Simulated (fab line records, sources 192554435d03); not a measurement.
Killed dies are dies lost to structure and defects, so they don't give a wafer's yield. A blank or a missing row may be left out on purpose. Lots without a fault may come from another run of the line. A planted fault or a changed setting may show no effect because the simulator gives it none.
A struck lot beside a sound one | flow n5_finfet | 37 steps out of a route of 1938
Sound: wafers L507.1, L507.3, L507.5. Struck: wafer L500.1. (L500.6 of the same lot was not struck and is left out.) The cause comes at the end.
At each step with rows: each side's tool, then ch and its chambers, then its first start. Under that, the readings that differ: sound wafers | struck wafers | difference of the means | sigmas: that difference in standard deviations of wafers without a fault.
alike: readings whose means differ by less than 2 such deviations, and words and numbers that are the same on both sides. not compared: withheld readings, readings that some wafer has no value for, bounds like >300 that may hide the same value, and numbers for which the record gives no deviation and whose values overlap.
The two part at a step that has a row with sigmas, a row that says differs or no value, or rows on one side only. Numbers that don't overlap but have no deviation are shown without sigmas and don't part them. A reading that every wafer of one side lacks parts them only if that side has two wafers or more.

first, 8 steps without rows for these wafers: N5_BEOL_M1_ECD_50 (material Cu, target thk 300 nm); N5_BEOL_M1_ANNEAL_51 (time 90 s); N5_BEOL_M1_CMP_52 (polishes, stops on SiOC, t overpolish 6.8 s, target thk 40 nm); N5_BEOL_M1_PRE_CLEAN_60 (time 15 s); N5_BEOL_M1_CO_CAP_55 (material Co, precursor CCTBA/H2, target thk 2 nm, time 102.1 s); N5_BEOL_M1_PRE_CLEAN_56 (time 15 s); N5_BEOL_M1_DEP_57 (deposits SiCN from 3MS/NH3, target thk 8 nm, time 14 s); N5_BEOL_M2_ILD_DEP_00 (deposits SiOC from DEMS/O2, target thk 79 nm, time 15.3 s).
N5_BEOL_M2_PECVD_72: deposits SiO2 from TEOS/O2, target thk 16 nm, time 18 s.
  sound on pecvd-02 ch 0,2, day 10 20:07; struck on pecvd-04 ch 0, day 9 07:07
  reading                                    | sound        | struck | difference | sigmas
  model.SiO2_of_BEOL_M2_PECVD_72.thk_nm (nm) | 16 15.8 16.4 | 13.6   | -2.5       |
  alike: heater_power_w, showerhead_plenum_p_Torr, showerhead_vpp_V, throttle_valve_pct
  not compared: since_wet_clean_h
then, 25 steps without rows for these wafers: N5_BEOL_M2_HM_DEP_02 (deposits TiN, target thk 20 nm); N5_BEOL_M2_COAT_61 (time 60 s, resist thk 60 nm); N5_BEOL_M2_COAT_62 (time 60 s, resist thk 12 nm); N5_BEOL_M2_COAT_73 (time 60 s, resist thk 5 nm); N5_BEOL_M2_COAT_05 (resist thk 30 nm); N5_BEOL_M2_EBR_07; N5_BEOL_M2_SOFTBAKE_06 (time 60 s); N5_BEOL_M2_EXPOSE_08 (exposes mask M2); N5_BEOL_M2_PEB_09 (peb time 60 s); N5_BEOL_M2_DEVELOP_10 (develop time 30 s); N5_BEOL_M2_DESCUM_16 (chemistry O2, time 7 s); N5_BEOL_M2_ETCH_74 (etches underlayer in N2/H2, target depth 6.5 nm, time 5.2 s); N5_BEOL_M2_ETCH_63 (etches SiARC in CF4, target depth 15.6 nm, time 26 s); N5_BEOL_M2_ETCH_64 (etches SOC in N2/H2, target depth 75 nm, overetch 22.5 nm, time 121.9 s); N5_BEOL_M2_STRIP_65 (strips in N2/H2); N5_BEOL_M2_STRIP_75 (strips in N2/H2); N5_BEOL_M2_STRIP_66 (strips in CF4); N5_BEOL_M2_HM_OPEN_17 (chemistry Cl2/BCl3, target TiN, target depth 20 nm, overetch 6 nm); N5_BEOL_M2_STRIP_19 (strips in O2); N5_BEOL_M2_COAT_67 (time 60 s, resist thk 60 nm); N5_BEOL_M2_COAT_68 (time 60 s, resist thk 12 nm); N5_BEOL_M2_COAT_76 (time 60 s, resist thk 5 nm); N5_BEOL_M2_COAT_22 (resist thk 30 nm); N5_BEOL_M2_EBR_24; N5_BEOL_M2_SOFTBAKE_23 (time 60 s).
N5_BEOL_M2_HM_STRIP_39: strips TiN in peroxide tin strip, target depth 25 nm, time 158 s.
  sound on wet_bench-03 ch 0,1,5, day 11 03:24; struck on wet_bench-03 ch 0, day 9 17:56
  reading                                    | sound          | struck | difference | sigmas
  model.SiO2_of_BEOL_M2_PECVD_72.thk_nm (nm) | 15.8 15.6 16.2 | 13.4   | -2.5       |
N5_BEOL_M2_CMP_52: polishes, stops on SiOC, t overpolish 6.8 s, target thk 40 nm.
  sound on cmp-03 ch 0,1,3, day 11 07:35; struck on cmp-02 ch 3, day 9 21:52
  reading                      | sound          | struck | difference | sigmas
  barrier_field_endpoint_s (s) | 25.4 23.9 25.4 | 22.4   | -2.5       | -4
  alike: motor_current_A
N5_BEOL_M4_RC_MEAS_101:
  sound on prober-02 ch 0, day 12 11:20; struck on prober-01 ch 0, day 11 03:49
  alike: DIBL_N, DIBL_P, IOFF_N, IOFF_P, ION_N, ION_P, SS_N, SS_P, VT_N, VT_P

WHERE THEY PART
Only at N5_BEOL_M2_CMP_52, within this record. Later steps at which nothing parts them and some readings are alike: N5_BEOL_M4_RC_MEAS_101.

WHY: what the simulator had put in
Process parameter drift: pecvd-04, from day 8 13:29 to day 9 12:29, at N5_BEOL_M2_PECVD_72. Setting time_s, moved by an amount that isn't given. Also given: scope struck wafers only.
